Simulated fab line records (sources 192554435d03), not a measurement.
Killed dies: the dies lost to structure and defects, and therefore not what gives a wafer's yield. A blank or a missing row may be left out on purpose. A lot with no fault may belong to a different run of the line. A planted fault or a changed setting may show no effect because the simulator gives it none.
fab line records + flow n5Finfet
record
- lots=4
- wafers=12
- lastDay=17
route steps=1938 shown MOL_CONTACT_COAG@567 PASSIVATION@1936
lots untouched by any fault: they come from a run of this same line in which no faults occurred
startH: start of the lot's first displayed wafer, in hours after the record's first day + waitH: hours elapsed since this lot's preceding step + " repeats the value in the row above + L1.1+2: several wafers, shown together as one row + - no value, or no start was given + * or withheld: withheld + < > ~ a bound
route shown NAME@n: names a module that has steps shown in the file, with the first one's number in the route + usual: the fault-free wafers' mean and standard deviation + same: alike in all rows + chamber/n: place in a boat + sites: readings site by site + _std_site: standard deviation of those values + _edge_site: inner sites' mean taken away from outer sites' mean + radiusMm: for every site, how far away it sits from the centre of the wafer + mask NAME#n: copy n + behind: tool/chamber where the wafer was last shaped + hold: why the lot went on hold/how many hours it stayed there/how the hold came to an end + device: the transistor (n, p or np) that didn't switch + end of line: the tests these same wafers got at the end of their route + a step without rows: its recipe alone + killed: dies that structure and defects cost at the first sort, which is not the same as the wafer's yield + map: per-die view of a wafer (x killed, . not killed, _ where there is no die)
set.NAME: the setting as run; set.NAME@STEP: as run at that earlier step + model.NAME: the simulator's own value behind a step, which no gauge read
certain route steps with their lots: each step a table, each wafer a row
services: a tool's chamber out of use, with start hour (startH, from the record's first day; less than 0 if before it), hours out, and reason
## steps
# step N5_MOL_CONTACT_COAG_COAT_78
# recipe
- resist=CAR-EUV
- spinRpm=1500
- resistThkNm=40
# step N5_MOL_CONTACT_COAG_EBR_80
# recipe
- solvent=PGMEA
- ebrWidthMm=1.5
# step N5_MOL_CONTACT_COAG_SOFTBAKE_79
# recipe
- tempC=110
- timeS=60
- resist=CAR-EUV
# step N5_MOL_CONTACT_COAG_EXPOSE_81
# recipe
- maskId=VG
- na=0.33
- sourceShape=annular
- sigmaInner=0.3
- sigmaOuter=0.7
- polarization=unpolarized
- defocusNm=0
- doseMj=59.5
# step N5_MOL_CONTACT_COAG_PEB_82
# recipe
- pebTempC=100
- pebTimeS=60
- resist=CAR-EUV
# step N5_MOL_CONTACT_COAG_DEVELOP_83
# recipe
- developTimeS=30
- developer=TMAH
- resist=CAR-EUV
- rinseLiquid=surfactantRinse
- dry=airSpin
- devTempC=23
# step N5_MOL_CONTACT_COAG_DESCUM_88
# recipe
- chemistry=O2
- timeS=7
- sourcePowerW=50
- biasPowerW=20
- pressureMtorr=20
- rfFrequencyHz=2.712e+07
- tempC=40
- resist=CAR-EUV
- o2FlowSccm=225
# step N5_MOL_CONTACT_COAG_ETCH_89
# recipe
- chemistry=N2/H2
- target=underlayer
- targetDepthA=130
- maskMaterial=CAR-EUV
- timeS=10.4
- ionEnergyEv=200
- pressureMtorr=30
- sourceW=840
- biasW=150
- n2FlowSccm=200
- h2FlowSccm=200
- ends=cleared
# step N5_MOL_CONTACT_COAG_ETCH_90
# recipe
- chemistry=CF4
- target=SiARC
- targetDepthA=130
- maskMaterial=CAR-EUV
- timeS=21.7
- ionEnergyEv=80
- pressureMtorr=40
- sourceW=545
- biasW=36
- Ar_flow_sccm=100
- cf4FlowSccm=100
- ends=cleared
# step N5_MOL_CONTACT_COAG_ALD_131
# recipe
- material=SiO2
- targetThkA=50
- tempC=100
- aldPrecursorFamily=BDEAS
- aldCoReactant=O2-plasma
- pulseTimeS=1
- coReactantPulseTimeS=1
- purgeTimeS=2
- coReactantPurgeTimeS=2
- aldCycles=35
- pressureTorr=2
# usual
- heaterPowerOuterW=39/3.4
- heaterPowerW=75/6.2
- precursorPulseHeightRel=1.000/0.021
- susceptorTempC=100.00/0.14
# same
- aldCycles=35
- pulseTimeS=1
| lot.wafer | tool      | chamber | startH | waitH | heaterPowerOuterW | heaterPowerW | precursorPulseHeightRel | susceptorTempC |
|-----------|-----------|---------|--------|-------|-------------------|--------------|-------------------------|----------------|
| L373.2    | aldSin-02 | 2       | 132.09 | 0.1   | 38                | 80           | 0.957                   | 99.90          |
| L373.4    | "         | 3       | "      | "     | 36                | 64           | 0.992                   | 99.90          |
| L373.6    | "         | 1       | "      | "     | 37                | 75           | 1.023                   | 99.96          |
| L382.1    | aldSin-02 | 1       | 188.15 | 0.9   | 38                | 75           | 0.997                   | 100.06         |
| L382.3    | "         | 0       | "      | "     | 35                | 69           | 0.954                   | 99.96          |
| L382.4    | "         | 2       | "      | "     | 38                | 82           | 0.978                   | 99.97          |
| L384.1    | aldSin-02 | 2       | 199.25 | 0.1   | 38                | 79           | 0.952                   | 99.97          |
| L384.2    | "         | 1       | "      | "     | 37                | 76           | 0.972                   | 99.90          |
| L384.3    | "         | 0       | "      | "     | 36                | 69           | 1.001                   | 99.99          |
| L390.3    | aldSin-04 | 2       | 237.42 | 0.1   | 43                | 81           | 0.996                   | 99.98          |
| L390.4    | "         | 3       | "      | "     | 39                | 73           | 0.999                   | 100.12         |
| L390.5    | "         | 3       | "      | "     | 40                | 72           | 1.041                   | 100.00         |
# step N5_MOL_CONTACT_COAG_ETCHBACK_132
# recipe
- chemistry=CHF3
- target=SiO2
- targetDepthA=100
- timeS=6.7
- ionEnergyEv=200
- pressureMtorr=30
- sourceW=610
- biasW=170
- Ar_flow_sccm=200
- CHF3_flow_sccm=50
# step N5_MOL_CONTACT_COAG_ETCH_91
# recipe
- chemistry=N2/H2
- target=SOC
- targetDepthA=600
- overetchA=210
- maskMaterial=SiARC
- tempC=40
- timeS=101.2
- ionEnergyEv=200
- pressureMtorr=30
- sourceW=840
- biasW=150
- n2FlowSccm=200
- h2FlowSccm=200
# step N5_MOL_CONTACT_COAG_STRIP_92
# recipe
- chemistry=N2/H2
- tempC=40
- n2FlowSccm=200
- h2FlowSccm=200
- rfFrequencyHz=6e+07
# step N5_MOL_CONTACT_COAG_STRIP_93
# recipe
- chemistry=N2/H2
- tempC=40
- n2FlowSccm=200
- h2FlowSccm=200
- rfFrequencyHz=6e+07
# step N5_MOL_CONTACT_COAG_ETCHBACK_135
# recipe
- chemistry=CHF3
- target=SiO2
- targetDepthA=250
- timeS=16.7
- ionEnergyEv=200
- pressureMtorr=30
- sourceW=610
- biasW=170
- Ar_flow_sccm=200
- CHF3_flow_sccm=50
# step N5_MOL_CONTACT_COAG_STRIP_118
# recipe
- chemistry=CHF3
- resist=SiARC
- rfFrequencyHz=6e+07
# step N5_MOL_CONTACT_COAG_VIA_ETCH_46
# recipe
- chemistry=C4F6/O2
- targetDepthA=460
- overetchA=92
- maskMaterial=SOC
- target=SiO2
- biasW=455
- pressureMtorr=10
- timeS=40
- sourceW=325
- Ar_flow_sccm=300
- C4F6_flow_sccm=10
- O2_flow_sccm=10
- ionEnergyEv=575.3
- ends=endPoint
# step N5_MOL_CONTACT_COAG_STRIP_96
# recipe
- chemistry=N2/H2
- powerW=500
- tempC=40
- pressureMtorr=50
- rfFrequencyHz=6e+07
- overashFraction=0.3
- biasPowerW=28
- h2Frac=0.5
- n2FlowSccm=300
- h2FlowSccm=300
# step N5_MOL_CONTACT_COAG_ETCH_47
# recipe
- chemistry=CH3F/O2
- target=SiNx
- targetDepthA=270
- maskMaterial=SiO2
- stopOn=W
- overEtchFrac=0.2
- ionEnergyEv=120
- endpoint=OES-CN
- pressureMtorr=30
- sourceW=395
- biasW=73
- Ar_flow_sccm=150
- CH3F_flow_sccm=30
- O2_flow_sccm=20
- ends=endPoint
# step N5_MOL_CONTACT_COAG_STRIP_119
# recipe
- chemistry=N2/H2
- timeS=30
- powerW=1000
- tempC=250
- pressureMtorr=withheld
- n2FlowSccm=1750
- h2FlowSccm=3250
# step N5_MOL_CONTACT_COAG_PRECLEAN_144
# recipe
- chemistry=alkalineClean
- tempC=60
- timeS=60
- doPpb=50
# step N5_MOL_CONTACT_COAG_SRD_145
# recipe
- dry=ipaMarangoni
- timeS=30
- tempC=23
- rinseLiquid=diw
# step N5_MOL_CONTACT_COAG_COAT_62
# recipe
- resist=SOC
- tempC=250
- timeS=60
- spinRpm=1500
- resistThkNm=60
# step N5_MOL_CONTACT_COAG_COAT_63
# recipe
- resist=SiARC
- tempC=220
- timeS=60
- spinRpm=1500
- resistThkNm=10
# step N5_MOL_CONTACT_COAG_COAT_64
# recipe
- resist=underlayer
- tempC=205
- timeS=60
- spinRpm=1500
- resistThkNm=10
# step N5_MOL_CONTACT_COAG_COAT_34
# recipe
- resist=CAR-EUV
- spinRpm=1500
- resistThkNm=40
# step N5_MOL_CONTACT_COAG_EBR_36
# recipe
- solvent=PGMEA
- ebrWidthMm=1.5
# step N5_MOL_CONTACT_COAG_SOFTBAKE_35
# recipe
- tempC=110
- timeS=60
- resist=CAR-EUV
# step N5_MOL_CONTACT_COAG_EXPOSE_37
# recipe
- maskId=VD
- na=0.33
- sourceShape=annular
- sigmaInner=0.3
- sigmaOuter=0.7
- polarization=unpolarized
- defocusNm=0
- doseMj=62
# step N5_MOL_CONTACT_COAG_PEB_38
# recipe
- pebTempC=100
- pebTimeS=60
- resist=CAR-EUV
# step N5_MOL_CONTACT_COAG_DEVELOP_39
# recipe
- developTimeS=30
- developer=TMAH
- resist=CAR-EUV
- rinseLiquid=surfactantRinse
- dry=airSpin
- devTempC=23
# step N5_MOL_CONTACT_COAG_INSPECT_42
# recipe
- mode=adi
- inspectInstrument=brightfield
# usual
- rawDefectCount=194/58
| lot.wafer | tool             | chamber | startH | waitH | rawDefectCount |
|-----------|------------------|---------|--------|-------|----------------|
| L373.2    | defectInspect-01 | -       | 133.30 | 0.0   | 185            |
| L373.4    | "                | -       | "      | "     | 163            |
| L373.6    | "                | -       | "      | "     | 142            |
| L382.1    | defectInspect-02 | -       | 189.36 | 0.1   | 1296           |
| L382.3    | "                | -       | "      | "     | 1249           |
| L382.4    | "                | -       | "      | "     | 1319           |
| L384.1    | defectInspect-01 | -       | 200.48 | 0.1   | 1118           |
| L384.2    | "                | -       | "      | "     | 1264           |
| L384.3    | "                | -       | "      | "     | 1256           |
| L390.3    | defectInspect-01 | -       | 238.68 | 0.0   | 184            |
| L390.4    | "                | -       | "      | "     | 266            |
| L390.5    | "                | -       | "      | "     | 140            |
# step N5_MOL_CONTACT_COAG_DESCUM_45
# recipe
- chemistry=O2
- timeS=7
- sourcePowerW=50
- biasPowerW=20
- pressureMtorr=20
- rfFrequencyHz=2.712e+07
- tempC=40
- resist=CAR-EUV
- o2FlowSccm=225
# step N5_PASSIVATION_PROBE_49
# usual
- killed_at_M0_to_M3=35/11
- killed_at_M4_up=13/5.7
- killedAtContacts=12/5.7
- killedAtFrontEnd=40/11
- killedAtOther=4/4.4
- killedDies=105/18
- killedOpen=68/14
- killedShort=34/7.4
# same
- grossDies=1180
- killedAtBackSide=0
| lot.wafer | tool      | chamber | startH | waitH | killed_at_M0_to_M3 | killed_at_M4_up | killedAtContacts | killedAtFrontEnd | killedAtOther | killedDies | killedOpen | killedShort |
|-----------|-----------|---------|--------|-------|--------------------|-----------------|------------------|------------------|---------------|------------|------------|-------------|
| L382.1    | prober-02 | -       | 345.56 | 0.0   | 44                 | 22              | 164              | 26               | 3             | 259        | 73         | 34          |
| L382.3    | prober-02 | -       | 345.66 | 0.1   | 42                 | 22              | 157              | 32               | 1             | 254        | 70         | 34          |
| L382.4    | prober-02 | -       | 345.71 | 0.2   | 31                 | 8               | 66               | 25               | 8             | 138        | 48         | 34          |
| L384.1    | prober-02 | -       | 363.64 | 0.5   | 39                 | 7               | 62               | 27               | 6             | 141        | 65         | 21          |
| L384.2    | prober-02 | -       | 363.69 | 0.5   | 40                 | 3               | 157              | 29               | 60            | 289        | 56         | 25          |
| L384.3    | prober-02 | -       | 363.74 | 0.6   | 26                 | 13              | 160              | 23               | 110           | 332        | 48         | 21          |
# killed by level:class
L382.1 MOL_CONTACT_COAG:unspecified=148 MOL_CONTACT_COAG:geometricParticle:open=14 BEOL_M0_SAQP:geometricParticle:open=11 BEOL_M0_SAQP:geometricParticle:short=10 BEOL_M4:geometricParticle:open=9 BEOL_M1:geometricParticle:open=8 STI_FIN_REVEAL:geometricParticle:open=5 FIN_SAQP:geometricParticle:open=4
L382.3 MOL_CONTACT_COAG:unspecified=150 STI_FIN_REVEAL:geometricParticle:open=12 BEOL_M0_SAQP:geometricParticle:open=11 BEOL_M0_SAQP:geometricParticle:short=9 BEOL_M2:geometricParticle:open=8 GATE_CUT:geometricParticle:short=7 BEOL_M4:geometricParticle:open=7 MOL_CONTACT_COAG:geometricParticle:open=6
L382.4 MOL_CONTACT_COAG:unspecified=53 BEOL_M0_SAQP:geometricParticle:short=10 MOL_CONTACT_COAG:geometricParticle:open=9 BEOL_M0_SAQP:geometricParticle:open=5 BEOL_M1:geometricParticle:open=5 BEOL_M2:geometricParticle:open=5 STI_FIN_REVEAL:geometricParticle:open=4 DUMMY_GATE:geometricParticle:open=4
L384.1 MOL_CONTACT_COAG:unspecified=54 BEOL_M1:geometricParticle:open=8 BEOL_M0_SAQP:geometricParticle:open=8 MOL_CONTACT_COAG:geometricParticle:open=7 BEOL_M2:geometricParticle:open=7 FIN_SAQP:geometricParticle:short=6 BEOL_M0_SAQP:geometricParticle:short=6 FIN_SAQP:geometricParticle:open=5
L384.2 MOL_CONTACT_COAG:unspecified=152 PASSIVATION:areaEtch=52 BEOL_M1:geometricParticle:open=11 DUMMY_GATE:geometricParticle:open=7 BEOL_M3:geometricParticle:open=7 BEOL_M2:geometricParticle:open=6 FIN_SAQP:geometricParticle:open=5 STI_FIN_REVEAL:geometricParticle:open=5
L384.3 MOL_CONTACT_COAG:unspecified=157 PASSIVATION:areaEtch=105 BEOL_M0_SAQP:geometricParticle:open=9 BEOL_M2:geometricParticle:open=7 FIN_SAQP:geometricParticle:short=4 STI_FIN_REVEAL:geometricParticle:open=4 BEOL_M0_SAQP:geometricParticle:short=4 BEOL_M0:geometricParticle:open=4
# map L382.1 (x killed, . not)
_________________x...x.......________________
______________.x..........x....._____________
___________.........x......x.......__________
__________.........................x_________
________....x..........x...x.xx......._______
_______..x...............x.........xxx.______
______.x.....................x.........._____
_____.....................x.......x......____
____................x..............x.x....___
___.x...xxx........x...x........x..x.......__
___.xx.x..x.x.x..x...........x.x...........__
__...xxxxxxxx......x.x..............x....x.._
__.xxxxxxxxxxxx..x.........................._
_.x.xxxxxxxxxx......xx..x...x...........x....
_xxxxxxxxxxxxxxx..........x..................
_xxxxxxxxxxxxxxxx...xx...xx....x..........x..
_xxxxxxxxxxxxxxxx..............x..........x..
_xxxxxxxxxxxxxx.x..x........x....x........x..
_xxxxxxxxxxxxx.xx.............x..x........x..
_.xxxxxxxxxxxxxx..x..............x...........
_xxxxxxxxxxxxx..x.......x..x..x..............
__...x.xxxxxx....x.........x................_
__...x...x...x.............................._
___...x.x.............x.x........x.....xxx.__
___......................................x.__
____...........................x.....xx..x___
_____..xx.......x..x.......x..x.....xx...____
______......x................x.xx......._____
_______....xx.....x.x..............xx..______
________...x.............x............_______
__________......x........x........x._________
___________........x...........x...__________
______________.x................_____________
_________________............________________
# map L384.3 (x killed, . not)
_________________............________________
______________.................._____________
___________........................__________
__________..........x...x.x........._________
________..................x........x.._______
_______.....x.x...x....................______
______.....xx.......x.......x........x.._____
_____............x.......................____
____.............x....x...................___
___......x............x...x.x.xx...........__
___..................xx.xx.................__
__..................xxxxxxxxx.........xx...x_
__.......x..x.........xxxxxxxx..x..x........_
_..x.............x.x.xx.x.xxxxx..............
_x......x.......x....xx.xxx.x..x.x.x...xx....
_..x...................x.x..xxx.....x..xx...x
_.......................xxx..xxxxx.xx.xx.....
_......x.............x....xx....xx.x..xx...x.
_.x............x........x....x..xx..xxxxx....
_............x.......x..........xx.xx.xxx...x
_.........................x.x....xx..xxx.....
__.........x.........xxx..x.x...x.xx..x....._
__..xx........x....x.xxxx.xxx......x.xx....._
___.............xxxxxxxxxxxxx.x.....x.x...x__
___........x..x...xxxxxxxxxxxx..x..x...x...__
____.........x..xxxxxxxxxxxxxxxx....x.....___
_____.x....x...xxxxxxxxxxxxxxxx.x........____
______.x...x...xxxxxxxxxxxxxxx..x......x_____
_______.....x..xxxxxxxxxxxxxxx.x...x...______
________.......xxxxxxxxxxxxxxxx......._______
__________......xxxxxxxxxxxxxx.xx..._________
___________.x....xxxxxxxxxxxx.xx...__________
______________....xxxxxxxxx.xx.._____________
_________________..xxxx..xxx.________________
## services
| tool      | chamber | startH | hours | kind   |
|-----------|---------|--------|-------|--------|
| aldSin-02 | 1       | 152.20 | 10.6  | repair |
| aldSin-02 | 2       | 215.11 | 8.9   | repair |
| aldSin-02 | 3       | 233.26 | 14.0  | repair |
## key
firstSign
- step=N5_MOL_CONTACT_COAG_INSPECT_42
- reading=rawDefectCount
- direction=up
- sigmas=18
- usual=194
- struck=1250
effect
- step=N5_PASSIVATION_PROBE_49
- reading=killedAtContacts
- direction=up
- sigmas=20
- usual=12
- struck=128
moreKillsBornAt
- N5_MOL_CONTACT_COAG_ALD_131@aldSin-02=713
metAt N5_MOL_CONTACT_COAG_ALD_131
struckWafers L382.1,L382.3,L382.4,L384.1,L384.2,L384.3
testerLeftOut L382,L384
baselineLoss
- step=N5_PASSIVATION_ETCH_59
- wafers=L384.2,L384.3
onsetBetween 132.09 188.15
fault
- kind=chamberParticleSource
- tool=aldSin-02
- chamber=-
- onsetH=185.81
- steps=N5_MOL_CONTACT_COAG_ALD_131
- ratePerVisitCm2=1.7094
- endH=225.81
# testerLeftOut: of these lots the tester's yield and bins aren't shown, on N5 and GAA mostly nor the transistor test; their killed dies are dies lost to structure and defects alone, not to doping, threshold or leakage, so they don't give the yield
# baselineLoss: these wafers lose ten dies or more at that step, a loss of the line's own and not of a fault; the sort's usual values leave them out
